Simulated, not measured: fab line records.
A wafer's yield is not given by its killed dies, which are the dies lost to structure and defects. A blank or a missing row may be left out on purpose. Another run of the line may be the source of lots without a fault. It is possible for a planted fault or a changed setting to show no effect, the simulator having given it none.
The tool behind it: which one? | flow n5 finfet | 24 lots with 72 wafers sampled at 4 steps, on a route of 1938 steps

WHAT THE GAUGES READ, wafer by wafer
N5_BEOL_M6_CD_MEAS_35: target cd 40 nm, target cd y 28 nm. Usual: cd nm at 39.8 nm, with a standard deviation of 0.6.
lot  | measured     | on        | cd nm (nm)     | flag
L074 | day 9 01:05  | cd sem-02 | 40.0 39.3 39.4 |
L076 | day 9 03:56  | cd sem-01 | 40.1 39.0 39.0 |
L075 | day 9 13:26  | cd sem-01 | 39.3 39.7 40.0 |
L077 | day 9 15:03  | cd sem-02 | 38.5 40.1 39.8 |
L078 | day 9 20:49  | cd sem-03 | 38.9 39.3 39.1 |
L079 | day 10 05:33 | cd sem-02 | 40.6 40.6 41.3 |
L080 | day 10 08:23 | cd sem-03 | 38.8 39.8 39.9 |
L081 | day 10 21:02 | cd sem-03 | 40.1 38.8 39.2 |
L083 | day 11 01:56 | cd sem-03 | 40.7 40.3 39.9 |
L082 | day 11 07:30 | cd sem-03 | 40.0 40.6 39.9 |
L084 | day 11 07:52 | cd sem-02 | 40.5 41.2 41.0 |
L085 | day 12 04:17 | cd sem-02 | 40.6 40.4 40.1 |
L086 | day 12 11:11 | cd sem-02 | 39.8 40.0 39.3 |
L088 | day 12 06:56 | cd sem-02 | 39.5 39.3 40.0 |
L087 | day 12 11:40 | cd sem-02 | 39.2 39.6 40.0 |
L091 | day 12 14:05 | cd sem-03 | 39.6 39.1 38.9 |
L090 | day 12 17:47 | cd sem-01 | 40.7 40.1 40.1 |
L089 | day 12 18:10 | cd sem-02 | 40.3 40.3 40.8 |
L092 | day 13 10:49 | cd sem-01 | 39.3 40.5 39.4 |
L093 | day 13 18:02 | cd sem-01 | 40.6 39.9 39.9 |
L094 | day 13 18:35 | cd sem-02 | 39.2 40.7 39.3 |
L095 | day 13 21:27 | cd sem-03 | 39.1 39.1 39.0 |
L097 | day 14 16:35 | cd sem-03 | 39.3 40.2 40.4 |
L096 | day 14 17:56 | cd sem-03 | 39.7 39.6 39.4 |

WHICH TOOL RAN EACH LOT (tool, then ch and the chambers of the sampled wafers, then the start)
lot  | N5_BEOL_M5_STRIP_36                | N5_BEOL_M5_SPUTTER_48        | N5_BEOL_M6_ETCH_61
L074 | rie diel-01 ch 1,3, day 8 12:26    | pvd sputter-03, day 8 14:18  | rie diel-02 ch 1,2, day 8 21:41
L076 | rie diel-05 ch 0,1,2, day 8 15:05  | pvd sputter-02, day 8 16:35  | rie diel-02 ch 0,1, day 9 01:08
L075 | rie diel-05 ch 0,1,3, day 8 22:35  | pvd sputter-03, day 9 00:46  | rie diel-02 ch 0,2,3, day 9 10:11
L077 | rie diel-01 ch 1,2,3, day 9 03:36  | pvd sputter-01, day 9 05:16  | rie diel-02 ch 0,2,3, day 9 13:31
L078 | rie diel-01 ch 2,3, day 9 06:08    | pvd sputter-03, day 9 09:14  | rie diel-03 ch 0,2,3, day 9 18:15
L079 | rie diel-01 ch 2,3, day 9 17:10    | pvd sputter-01, day 9 18:46  | rie diel-06 ch 0,2, day 10 03:16
L080 | rie diel-04 ch 1,3, day 9 20:37    | pvd sputter-03, day 9 22:23  | rie diel-06 ch 0,1,2, day 10 05:46
L081 | rie diel-04 ch 0,2, day 10 07:48   | pvd sputter-01, day 10 09:24 | rie diel-03 ch 0,2,3, day 10 17:46
L083 | rie diel-01 ch 1,3, day 10 10:47   | pvd sputter-03, day 10 12:29 | rie diel-06 ch 1,2, day 10 21:28
L082 | rie diel-04 ch 0,3, day 10 17:01   | pvd sputter-01, day 10 20:52 | rie diel-06 ch 0,1, day 11 05:56
L084 | rie diel-01 ch 1,3, day 10 20:07   | pvd sputter-02, day 10 22:00 | rie diel-06 ch 0,2,3, day 11 06:19
L085 | rie diel-01 ch 1,2,3, day 11 14:00 | pvd sputter-03, day 11 15:36 | rie diel-06 ch 0,1,3, day 12 01:10
L086 | rie diel-05 ch 0,1,2, day 11 16:57 | pvd sputter-01, day 11 19:08 | rie diel-03 ch 0,1,3, day 12 07:31
L088 | rie diel-01 ch 0,1,3, day 11 17:20 | pvd sputter-02, day 11 19:35 | rie diel-02 ch 0,2,3, day 12 04:16
L087 | rie diel-01 ch 0,3, day 11 19:46   | pvd sputter-03, day 11 23:32 | rie diel-06 ch 2,3, day 12 07:41
L091 | rie diel-01 ch 0,1,2, day 11 23:47 | pvd sputter-02, day 12 02:12 | rie diel-02 ch 0,2, day 12 11:22
L090 | rie diel-04 ch 0,1,3, day 12 03:56 | pvd sputter-03, day 12 06:50 | rie diel-03 ch 0,1,3, day 12 14:02
L089 | rie diel-04 ch 0,1, day 12 06:36   | pvd sputter-02, day 12 08:50 | rie diel-03 ch 0,1,3, day 12 15:33
L092 | rie diel-05 ch 0,1, day 12 22:06   | pvd sputter-01, day 13 00:19 | rie diel-06 ch 0,3, day 13 08:55
L093 | rie diel-04 ch 0,1,3, day 13 04:12 | pvd sputter-02, day 13 05:46 | rie diel-02 ch 2,3, day 13 14:56
L094 | rie diel-04 ch 1,2,3, day 13 07:28 | pvd sputter-03, day 13 09:16 | rie diel-03 ch 0,1,2, day 13 16:36
L095 | rie diel-04 ch 0,1, day 13 10:00   | pvd sputter-01, day 13 11:34 | rie diel-06 ch 0,2,3, day 13 19:05
L097 | rie diel-05 ch 1,2,3, day 14 03:15 | pvd sputter-03, day 14 05:08 | rie diel-03 ch 0,1,2, day 14 12:55
L096 | rie diel-05 ch 0,1, day 14 03:38   | pvd sputter-01, day 14 05:20 | rie diel-02 ch 0,2, day 14 13:01
- N5_BEOL_M5_STRIP_36: strips in N2/H2.
- N5_BEOL_M5_SPUTTER_48: material Cu, target thk 15 nm, time 27.62 s.
- N5_BEOL_M6_ETCH_61: etches SiARC in CF4, target depth 45.5 nm, time 75.8 s.

AS READ BY THE TOOLS THEMSELVES (means over the sampled wafers that have a number; for cases with no such wafer, the mark the record gives instead)
N5_BEOL_M5_STRIP_36. Usual: drypump motor current A 5.8 A, standard deviation 0.43; n2 flow sccm 200.0 sccm, standard deviation 0.73; oes product au 0.81 a.u., standard deviation 0.064; rf vpp V 59.0 V, standard deviation 1.5; showerhead plenum p Torr 2.55 Torr, standard deviation 0.091; throttle valve pct 23.55 %, standard deviation 0.25.
lot  | tool        | drypump motor current A (A) | n2 flow sccm (sccm) | oes product au (a.u.) | rf vpp V (V) | showerhead plenum p Torr (Torr) | throttle valve pct (%) | flag
L074 | rie diel-01 | 6.2                         | 200.6               | 0.82                  | 59.7         | 2.50                            | 23.48                  |
L076 | rie diel-05 | 5.8                         | 200.2               | 0.84                  | 58.2         | 2.54                            | 23.78                  |
L075 | rie diel-05 | 6.1                         | 199.8               | 0.82                  | 59.6         | 2.55                            | 23.69                  |
L077 | rie diel-01 | 5.8                         | 200.4               | 0.81                  | 58.7         | 2.48                            | 23.52                  |
L078 | rie diel-01 | 5.7                         | 199.9               | 0.78                  | 58.8         | 2.50                            | 23.39                  |
L079 | rie diel-01 | 5.4                         | 199.5               | 0.78                  | 58.5         | 2.47                            | 23.58                  |
L080 | rie diel-04 | 5.9                         | 200.3               | 0.88                  | 59.4         | 2.69                            | 23.61                  |
L081 | rie diel-04 | 5.4                         | 200.0               | 0.85                  | 57.9         | 2.63                            | 23.14                  |
L083 | rie diel-01 | 6.3                         | 200.3               | 0.80                  | 59.3         | 2.49                            | 23.51                  |
L082 | rie diel-04 | 5.3                         | 200.1               | 0.80                  | 58.8         | 2.57                            | 23.33                  |
L084 | rie diel-01 | 6.3                         | 200.1               | 0.81                  | 60.2         | 2.49                            | 23.50                  |
L085 | rie diel-01 | 5.8                         | 200.2               | 0.78                  | 60.0         | 2.47                            | 23.56                  |
L086 | rie diel-05 | 5.8                         | 198.6               | 0.81                  | 59.0         | 2.53                            | 23.79                  |
L088 | rie diel-01 | 6.1                         | 200.1               | 0.76                  | 57.8         | 2.53                            | 23.51                  |
L087 | rie diel-01 | 6.0                         | 199.8               | 0.74                  | 58.9         | 2.55                            | 23.38                  |
L091 | rie diel-01 | 5.8                         | 199.5               | 0.76                  | 59.8         | 2.51                            | 23.70                  |
L090 | rie diel-04 | 5.6                         | 199.4               | 0.82                  | 59.7         | 2.62                            | 23.49                  |
L089 | rie diel-04 | 5.6                         | 199.5               | 0.80                  | 60.0         | 2.62                            | 23.62                  |
L092 | rie diel-05 | 6.0                         | 200.0               | 0.83                  | 59.1         | 2.54                            | 23.76                  |
L093 | rie diel-04 | 5.5                         | 200.0               | 0.80                  | 60.3         | 2.62                            | 23.50                  |
L094 | rie diel-04 | 5.7                         | 200.5               | 0.84                  | 59.6         | 2.68                            | 23.39                  |
L095 | rie diel-04 | 5.4                         | 200.2               | 0.76                  | 59.6         | 2.56                            | 23.50                  |
L097 | rie diel-05 | 5.9                         | 199.8               | 0.83                  | 58.3         | 2.53                            | 23.66                  |
L096 | rie diel-05 | 6.0                         | 199.3               | 0.79                  | 58.8         | 2.48                            | 23.73                  |

N5_BEOL_M5_SPUTTER_48. Usual: chamber pressure pa 0.06999 Pa, standard deviation 0.00012; chuck gas flow sccm 1.28 sccm, standard deviation 0.047; throttle valve pct 30.0 %, standard deviation 0.69.
lot  | tool           | chamber pressure pa (Pa) | chuck gas flow sccm (sccm) | throttle valve pct (%) | flag
L074 | pvd sputter-03 | 0.07006                  | 1.28                       | 30.0                   |
L076 | pvd sputter-02 | 0.06989                  | 1.31                       | 29.7                   |
L075 | pvd sputter-03 | 0.06991                  | 1.25                       | 30.1                   |
L077 | pvd sputter-01 | 0.07005                  | 1.29                       | 30.3                   |
L078 | pvd sputter-03 | 0.06997                  | 1.26                       | 30.4                   |
L079 | pvd sputter-01 | 0.06999                  | 1.29                       | 30.0                   |
L080 | pvd sputter-03 | 0.07002                  | 1.27                       | 30.0                   |
L081 | pvd sputter-01 | 0.06996                  | 1.30                       | 29.9                   |
L083 | pvd sputter-03 | 0.07010                  | 1.28                       | 30.3                   |
L082 | pvd sputter-01 | 0.07005                  | 1.28                       | 30.4                   |
L084 | pvd sputter-02 | 0.06998                  | 1.28                       | 30.3                   |
L085 | pvd sputter-03 | 0.06997                  | 1.23                       | 30.0                   |
L086 | pvd sputter-01 | 0.06993                  | 1.27                       | 29.9                   |
L088 | pvd sputter-02 | 0.06996                  | 1.28                       | 30.5                   |
L087 | pvd sputter-03 | 0.07008                  | 1.28                       | 29.7                   |
L091 | pvd sputter-02 | 0.06994                  | 1.28                       | 30.4                   |
L090 | pvd sputter-03 | 0.07000                  | 1.22                       | 29.9                   |
L089 | pvd sputter-02 | 0.06984                  | 1.20                       | 30.2                   |
L092 | pvd sputter-01 | 0.07003                  | 1.32                       | 29.6                   |
L093 | pvd sputter-02 | 0.06997                  | 1.26                       | 29.5                   |
L094 | pvd sputter-03 | 0.07011                  | 1.29                       | 29.9                   |
L095 | pvd sputter-01 | 0.07007                  | 1.30                       | 30.2                   |
L097 | pvd sputter-03 | 0.07012                  | 1.30                       | 29.4                   |
L096 | pvd sputter-01 | 0.07000                  | 1.29                       | 29.8                   |

N5_BEOL_M6_ETCH_61. Usual: for bias w, 36.00 W with a standard deviation of 0.11; for drypump motor current A, 5.6 A with a standard deviation of 0.32; for etch rf on time s, 75.5 s with a standard deviation of 1.8; for oes product au, 0.66 a.u. with a standard deviation of 0.081; for rf vpp V, 184.2 V with a standard deviation of 1.3; for showerhead plenum p Torr, 2.15 Torr with a standard deviation of 0.077; for throttle valve pct, 15.67 % with a standard deviation of 0.24.
lot  | tool        | bias w (W) | drypump motor current A (A) | etch rf on time s (s) | oes product au (a.u.) | rf vpp V (V) | showerhead plenum p Torr (Torr) | throttle valve pct (%) | flag
L074 | rie diel-02 | 35.97      | 5.6                         | 75.3                  | 0.62                  | 184.1        | 2.15                            | 15.76                  |
L076 | rie diel-02 | 36.09      | 5.8                         | 77.3                  | 0.60                  | 184.2        | 2.18                            | 15.84                  |
L075 | rie diel-02 | 35.91      | 5.5                         | 76.9                  | 0.60                  | 183.8        | 2.12                            | 15.83                  |
L077 | rie diel-02 | 35.94      | 5.5                         | 77.1                  | 0.60                  | 183.3        | 2.12                            | 15.84                  |
L078 | rie diel-03 | 35.94      | 5.9                         | 77.0                  | 0.65                  | 183.2        | 2.14                            | 15.59                  |
L079 | rie diel-06 | 36.06      | 5.9                         | 74.2                  | 0.69                  | 185.9        | 2.24                            | 15.64                  |
L080 | rie diel-06 | 36.01      | 5.8                         | 76.0                  | 0.68                  | 184.0        | 2.21                            | 15.72                  |
L081 | rie diel-03 | 36.02      | 5.9                         | 75.6                  | 0.65                  | 183.5        | 2.14                            | 15.61                  |
L083 | rie diel-06 | 35.91      | 5.7                         | 75.5                  | 0.67                  | 183.8        | 2.18                            | 15.80                  |
L082 | rie diel-06 | 35.98      | 5.6                         | 75.8                  | 0.61                  | 183.8        | 2.15                            | 15.90                  |
L084 | rie diel-06 | 36.08      | 5.8                         | 74.9                  | 0.67                  | 184.6        | 2.18                            | 15.56                  |
L085 | rie diel-06 | 35.96      | 5.5                         | 75.6                  | 0.61                  | 183.8        | 2.12                            | 15.75                  |
L086 | rie diel-03 | 36.01      | 5.6                         | 75.0                  | 0.64                  | 184.4        | 2.17                            | 15.65                  |
L088 | rie diel-02 | 35.91      | 5.5                         | 75.6                  | 0.69                  | 182.9        | 2.11                            | 15.71                  |
L087 | rie diel-06 | 35.90      | 5.6                         | 75.0                  | 0.67                  | 184.1        | 2.12                            | 15.47                  |
L091 | rie diel-02 | 35.88      | 5.5                         | 77.3                  | 0.67                  | 183.8        | 2.12                            | 15.58                  |
L090 | rie diel-03 | 36.17      | 5.6                         | 74.3                  | 0.64                  | 184.2        | 2.17                            | 15.66                  |
L089 | rie diel-03 | 35.97      | 5.6                         | 75.3                  | 0.64                  | 184.1        | 2.17                            | 15.67                  |
L092 | rie diel-06 | 36.06      | 5.4                         | 74.9                  | 0.61                  | 183.4        | 2.09                            | 15.59                  |
L093 | rie diel-02 | 35.95      | 5.5                         | 73.8                  | 0.68                  | 183.1        | 2.10                            | 15.88                  |
L094 | rie diel-03 | 35.95      | 5.7                         | 75.9                  | 0.66                  | 183.6        | 2.12                            | 15.57                  |
L095 | rie diel-06 | 36.04      | 5.8                         | 76.4                  | 0.65                  | 183.9        | 2.17                            | 15.60                  |
L097 | rie diel-03 | 35.84      | 5.7                         | 75.6                  | 0.66                  | 184.1        | 2.11                            | 15.57                  |
L096 | rie diel-02 | 36.03      | 5.5                         | 73.8                  | 0.81                  | 184.2        | 2.11                            | 15.27                  |

THE ANSWER, worked out from the rows above alone
Rule: a lot is off if the mean of its wafers that have a number lies more than 3 standard deviations from the usual mean. Also off: a lot with no number at a reading for which 4 or more lots have one. The other lots that the step has rows for count as sound. Order of review: gauges by route order, followed by the tools' own readings, for which a lot's mean as printed above is used. At the first step where some lot is off, the reading lying furthest off is the one used; lots without a number count as furthest.
Across all readings shown, no lot is off: no conclusion can be drawn from this.

WHAT THE SIMULATOR HAD INSERTED
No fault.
